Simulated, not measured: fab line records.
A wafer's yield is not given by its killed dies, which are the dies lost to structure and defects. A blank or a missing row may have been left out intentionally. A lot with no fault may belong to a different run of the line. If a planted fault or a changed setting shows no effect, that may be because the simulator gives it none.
Comparing a struck lot with a sound one / flow n5 finfet / 13 steps out of a route of 1938
Sound: wafers L519.1, L519.3, L519.4. Struck: wafer L528.5. The cause is given at the end.
Each step with rows lists, per side, the tool, then ch with its chambers, then its first start. Under that, the readings that differ: sound wafers / struck wafers / difference of the means / sigmas: that difference in standard deviations of wafers without a fault.
alike: a reading whose means differ by less than 2 such deviations, as well as words and numbers matching on both sides. not compared: withheld readings; readings where some wafer has no value; bounds like >300 that might hide an equal value; numbers whose values overlap and for which the record gives no deviation.
The two part at a step that has a row with sigmas, a row that says differs or no value, or rows on one side only. Non-overlapping numbers with no deviation appear without sigmas and do not part them. A reading missing from all wafers of one side parts the sides only when that side holds two or more wafers.

first, 2 steps without rows for these wafers: N5_BEOL_M10_PRECLEAN_42 (cleans in residue remover, time 60 s); N5_BEOL_M10_SRD_43 (time 30 s).
N5_BEOL_M10_CD_MEAS_35: target cd 70 nm.
  sound on cd sem-02 at day 12 10:26; struck on cd sem-03 at day 14 20:22
  alike: cd nm
N5_BEOL_M10_CURE_72: cures SiCOH lowk, time 120 s.
  sound on uv cure-02 ch 0, day 12 11:00; struck on uv cure-01 ch 2, day 14 20:35
  alike: lamp power pct, wafer_temp_C_max
then, 1 step without rows for these wafers: N5_BEOL_M10_DEGAS_44 (time 60 s).
N5_BEOL_M10_PRE_CLEAN_45: time 30 s.
  sound on pvd sputter-01 at day 12 11:47; struck on pvd sputter-03 at day 14 20:49
  alike: heater power w
N5_BEOL_M10_ALD_74: deposits TaN, target thk 2 nm, pulse time 2 s, purge time 3 s.
  sound on ald metal-01 ch 0,2,3, day 12 11:50; struck on ald metal-01 ch 3, day 14 21:02
  alike: heater power outer w, heater power w, precursor vessel pressure torr
then, 2 steps without rows for these wafers: N5_BEOL_M10_SURFACE_TREAT_76; N5_BEOL_M10_CVD_75 (deposits Co from CCTBA/H2, target thk 2 nm, time 138.9 s).
N5_BEOL_M10_SPUTTER_48: material Cu, target thk 12 nm, time 2 s.
  sound on pvd sputter-01 at day 12 12:36; struck on pvd sputter-01 at day 14 22:31
  alike: throttle valve pct
then, 1 step without rows for these wafers: N5_BEOL_M10_ECD_50 (material Cu, target thk 318 nm).
N5_BEOL_M10_ANNEAL_51: time 90 s.
  sound on rtp anneal-02 ch 0, day 12 12:50; struck on rtp anneal-02 ch 0, day 14 23:15
  alike: anneal temp c max, wafer_temp_C_max
N5_BEOL_M10_CMP_52: polishes, stops on SiCOH lowk, t overpolish 7 s, target thk 140 nm.
  sound on cmp-01 ch 0,2,3, day 12 13:10; struck on cmp-03 ch 2, day 14 23:39
reading=barrier field endpoint s (s); sound=28.7 28.1 29.0; struck=31.5; difference=+2.9; sigmas=+5
reading=motor current A (A); sound=5.8 4.9 5.5; struck=6.5; difference=+1.1; sigmas=+2
reading=overpolish run s (s); sound=7.014 7.000 7.004; struck=6.988; difference=-0.018; sigmas=-2
reading=platen rpm (rpm); sound=50.04 49.95 49.96; struck=48.01; difference=-1.97; sigmas=-62
reading=time to endpoint s (s); sound=66.4 61.8 63.8; struck=69.7; difference=+5.7; sigmas=+2
  alike: edge zone pressure frac, head pressure psi

== WHERE THEY PART ==
N5_BEOL_M10_CMP_52 only, going by this record.

WHY: the cause the simulator had injected
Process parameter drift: cmp-03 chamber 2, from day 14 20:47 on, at N5_BEOL_M10_CMP_52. Setting platen rpm shifted by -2 from 50. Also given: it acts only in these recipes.
